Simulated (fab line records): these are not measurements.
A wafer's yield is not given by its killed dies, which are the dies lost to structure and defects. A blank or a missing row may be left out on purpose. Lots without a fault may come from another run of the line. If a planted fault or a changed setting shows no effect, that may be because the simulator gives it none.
A lot that was struck, set against a sound lot || flow n5_finfet || 25 steps out of a route of 1938
Sound: wafers L955.2, L955.3, L955.5. Struck: wafer L953.1 (L953.2, L953.5, from the same lot, were not struck and are left out); the cause is given at the end.
For every step that has rows: the tool of each side, followed by ch and its chambers, followed by its first start. Under that, the readings that differ: sound wafers || struck wafers || difference of the means || sigmas: that difference in standard deviations of wafers without a fault.
alike: words and numbers the same on both sides, and readings whose means are apart by under 2 such deviations; not compared: readings that were withheld, readings missing a value for some wafer, numbers with overlapping values and no deviation given by the record, and bounds like >300 which may hide the same value.
A row with sigmas, a row that says differs or no value, or rows on one side alone: a step with any of these is where the two part. Numbers that have no deviation but don't overlap get no sigmas and don't part them. A reading that every wafer of one side lacks parts them only if that side has two wafers or more.

first, 9 steps without rows for these wafers: N5_BEOL_M11_COAT_60 (time 60 s, resist thk 30 nm); N5_BEOL_M11_COAT_05 (resist thk 90 nm); N5_BEOL_M11_EBR_07; N5_BEOL_M11_SOFTBAKE_06 (time 60 s); N5_BEOL_M11_EXPOSE_08 (exposes mask M11); N5_BEOL_M11_PEB_09 (peb time 60 s); N5_BEOL_M11_DEVELOP_10 (develop time 30 s); N5_BEOL_M11_DESCUM_16 (chemistry O2, time 7.9 s); N5_BEOL_M11_ETCH_61 (etches SiARC in CF4, target depth 39 nm, time 65 s).
N5_BEOL_M11_ETCH_62: etches SOC in N2/H2, target depth 110 nm, overetch 22 nm, time 165 s.
  sound on rie_diel-04 ch 0,1,2, day 16 13:15; struck on rie_diel-06 ch 2, day 15 19:12
  alike: chamber_pressure_mTorr, drypump_motor_current_A, oes_product_au, rf_vpp_V, showerhead_plenum_p_Torr, throttle_valve_pct
  not compared: rf_hours_counter_h
then, 12 steps without rows for these wafers: N5_BEOL_M11_STRIP_68 (strips in N2/H2); N5_BEOL_M11_STRIP_67 (strips in CF4); N5_BEOL_M11_HM_OPEN_17 (chemistry Cl2/BCl3, target TiN, target depth 20 nm, overetch 6 nm); N5_BEOL_M11_STRIP_19 (strips in O2); N5_BEOL_M11_COAT_63 (time 60 s, resist thk 100 nm); N5_BEOL_M11_COAT_64 (time 60 s, resist thk 30 nm); N5_BEOL_M11_COAT_22 (resist thk 90 nm); N5_BEOL_M11_EBR_24; N5_BEOL_M11_SOFTBAKE_23 (time 60 s); N5_BEOL_M11_EXPOSE_25 (exposes mask V10); N5_BEOL_M11_PEB_26 (peb time 60 s); N5_BEOL_M11_DEVELOP_27 (develop time 30 s).
N5_BEOL_M11_INSPECT_30: inspects for defects (brightfield).
  struck on defect_inspect-01, day 15 20:13; sound on defect_inspect-02, day 16 14:05
{"reading": "raw_defect_count", "sound": "423 380 434", "struck": 1572, "difference": "+1160", "sigmas": "+13"}
then, 1 step without rows for these wafers: N5_BEOL_M11_DESCUM_33 (chemistry O2, time 7.9 s).
N5_PASSIVATION_PROBE_49:
  record: rows for the struck wafers here (prober-02, day 17 19:01), none for the sound ones

## WHERE THEY PART
Last at N5_PASSIVATION_PROBE_49 as far as this record goes, first at N5_BEOL_M11_INSPECT_30.

WHY: the cause the simulator had injected
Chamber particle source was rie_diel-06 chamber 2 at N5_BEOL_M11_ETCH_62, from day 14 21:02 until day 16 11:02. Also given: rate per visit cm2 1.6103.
